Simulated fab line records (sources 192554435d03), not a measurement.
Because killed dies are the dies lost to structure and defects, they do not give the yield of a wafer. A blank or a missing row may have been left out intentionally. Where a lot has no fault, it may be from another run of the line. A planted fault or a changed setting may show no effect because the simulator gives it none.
Matching of chambers | flow n5_finfet | N5_BEOL_M0_SAQP_SPACER1_ALD_98 on ald_sin-02: 4 sister chambers
The step deposits SiO2, target thk 12.8 nm, pulse time 1 s, purge time 2 s. 16 wafers are shown with their chamber, then 8 later ones without.

EACH WAFER AND ITS CHAMBER
wafer  | chamber | heater_power_w (W) | precursor_pulse_height_rel
L076.2 | 3       | 526                | 1.013
L076.5 | 3       | 539                | 1.015
L076.6 | 2       | 534                | 1.014
L078.1 | 0       | 412                | 1.014
L078.3 | 3       | 511                | 1.003
L078.6 | 1       | 577                | 0.994
L080.3 | 0       | 404                | 0.977
L080.4 | 1       | 571                | 0.961
L080.5 | 2       | 533                | 0.991
L083.3 | 0       | 415                | 0.999
L083.5 | 2       | 541                | 0.986
L083.6 | 1       | 573                | 0.995
L087.1 | 2       | 531                | 0.995
L087.2 | 3       | 526                | 1.019
L087.3 | 1       | 563                | 0.976
L086.3 | 0       | 410                | 0.994

SIGNATURES, as means of the wafers listed above
reading                    | chamber 0 | chamber 1 | chamber 2 | chamber 3 | scatter within a chamber
heater_power_w             | 410.25    | 571.00    | 534.75    | 525.50    | 7.18
precursor_pulse_height_rel | 0.99600   | 0.98150   | 0.99650   | 1.01250   | 0.0131
Rule: distance of a wafer from a chamber = root of the sum over the readings of ((wafer's reading minus chamber's mean) / reading's scatter) squared. The wafer belongs to the nearest chamber; if the next one is less than 2 further off, it can't be placed. The scatter: take each reading less its chamber's mean, square it, sum over the shown wafers, divide by the number of wafers less the number of chambers, and take the root.

WAFERS WHOSE CHAMBER IS MISSING
wafer  | heater_power_w (W) | precursor_pulse_height_rel
L086.4 | 521                | 1.017
L086.6 | 569                | 0.992
L088.1 | 532                | 1.018
L088.4 | 531                | 1.016
L088.6 | 524                | 1.005
L097.1 | 523                | 0.987
L097.2 | 525                | 1.030
L097.3 | 407                | 1.006

CHAMBER TAKEN BY EACH
wafer  | from the rows above     | in truth
L086.4 | can't be placed: 3 or 2 | 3
L086.6 | 1                       | 1
L088.1 | can't be placed: 3 or 2 | 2
L088.4 | can't be placed: 3 or 2 | 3
L088.6 | can't be placed: 3 or 2 | 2
L097.1 | can't be placed: 2 or 3 | 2
L097.2 | can't be placed: 3 or 2 | 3
L097.3 | 0                       | 0
Correct placement for 2 of the 8. Can't be placed from these rows: 6 (the true chamber is among the candidates in 6). Number placed wrongly: 0.
